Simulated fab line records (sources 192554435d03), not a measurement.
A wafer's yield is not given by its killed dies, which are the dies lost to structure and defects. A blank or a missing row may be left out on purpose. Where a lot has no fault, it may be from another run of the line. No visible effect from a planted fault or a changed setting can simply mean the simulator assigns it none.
Split-lot experiment ; flow n5-finfet ; 7 lots, 21 wafers read, on a route of 1938 steps

ON THE SPLIT
At N5_MIM_BOT_LITHO_EXPOSE_05 (exposes mask MIM BOT), the setting dose-mj was moved away from the recipe's 24.25 on 10 of the 21 wafers read, by -5.8% to +7.3%. All remaining wafers had this setting at the recipe value.

FROM THE SPLIT TO THE READING: what the file shows between them, 3 steps
- N5_MIM_BOT_LITHO_PEB_06
- N5_MIM_BOT_LITHO_DEVELOP_07: develop time 60 s
- N5_MIM_BOT_LITHO_HARDBAKE_09: time 120 s

THE READING
Shown in nm: cd-nm at N5_MIM_BOT_LITHO_CD_MEAS_08, with target cd 3000 nm. A value of 2999.8 nm with a standard deviation of 1.7 nm is what fault-free wafers of this fab line usually give.

wafer;tool, chamber at the split;dose-mj as run;against the recipe;cd-nm, nm;against lot-mates on the recipe
L078.4;krf-scanner-01, 0;24.25;recipe;3000.6;-
L078.5;krf-scanner-01, 0;25.54;+5.3%;3011.0;+10.4
L078.6;krf-scanner-01, 0;25.54;+5.3%;3007.6;+7.0
L081.1;krf-scanner-01, 0;24.25;recipe;3000.6;-
L081.3;krf-scanner-01, 0;24.25;recipe;2997.8;-
L081.5;krf-scanner-01, 0;24.25;recipe;2999.7;-
L080.1;krf-scanner-02, 0;22.9;-5.6%;2985.7;-13.3
L080.2;krf-scanner-02, 0;22.9;-5.6%;2988.1;-10.9
L080.6;krf-scanner-02, 0;24.25;recipe;2999.0;-
L084.2;krf-scanner-01, 0;24.25;recipe;3000.0;-
L084.5;krf-scanner-01, 0;24.25;recipe;3001.8;-
L084.6;krf-scanner-01, 0;24.25;recipe;3002.2;-
L083.1;krf-scanner-01, 0;22.84;-5.8%;2986.4;-15.5
L083.2;krf-scanner-01, 0;22.84;-5.8%;2987.8;-14.1
L083.4;krf-scanner-01, 0;24.25;recipe;3001.9;-
L088.1;krf-scanner-02, 0;25.84;+6.6%;3010.8;+12.9
L088.3;krf-scanner-02, 0;24.25;recipe;2997.9;-
L088.4;krf-scanner-02, 0;25.84;+6.6%;3009.5;+11.6
L091.1;krf-scanner-01, 0;26.03;+7.3%;3012.5;+12.2
L091.4;krf-scanner-01, 0;24.25;recipe;3000.3;-
L091.6;krf-scanner-01, 0;26.03;+7.3%;3013.1;+12.8

FIT RESULTS
A straight line over all 21 wafers: cd-nm changes by +1.91 nm for each +1% of dose-mj; r = +0.98; the points scatter about the line by 1.7 nm.
The same after taking each lot's own level away (the mean of its wafers on the recipe; 21 wafers): +1.99 nm for each +1%; r = +0.99; scatter 1.5 nm.
That fit puts the effect of the largest move of dose-mj on the reading at 15 nm.
From 2997.90 to 3001.90 nm: that is the span of the lots' own levels, equal to 2.4 times the standard deviation above.
So the lot-to-lot level changes the slope little: the two slopes agree.
Check: +14.1 nm against its lot-mates is what the line predicts for one of the wafers moved furthest among these (+7.3%) when that wafer is left out of the fit. Against them it came out at +12.2 nm.

FURTHER SPLITS ON THESE WAFERS
Other splits were also applied to these wafers ahead of the reading. Each is held against what the fit with the lots' levels taken away leaves over:
other split on the same wafers;wafers away from the commonest value;r with cd-nm (lot level and that fit taken away)
N5_BEOL_M11_COAT_22 spin-rpm;8;-0.09
N5_BEOL_M12_COAT_66 spin-rpm;8;-0.39
N5_BEOL_M13_COAT_22 spin-rpm;6;-0.41
N5_BEOL_M14_ETCH_68 time-s;4;-0.31
N5_BEOL_M14_TRENCH_ETCH_34 bias-w;5;+0.27

FILE'S OWN FIT
cd-nm changes by +1.96 nm for each +1% of dose-mj, r = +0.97.
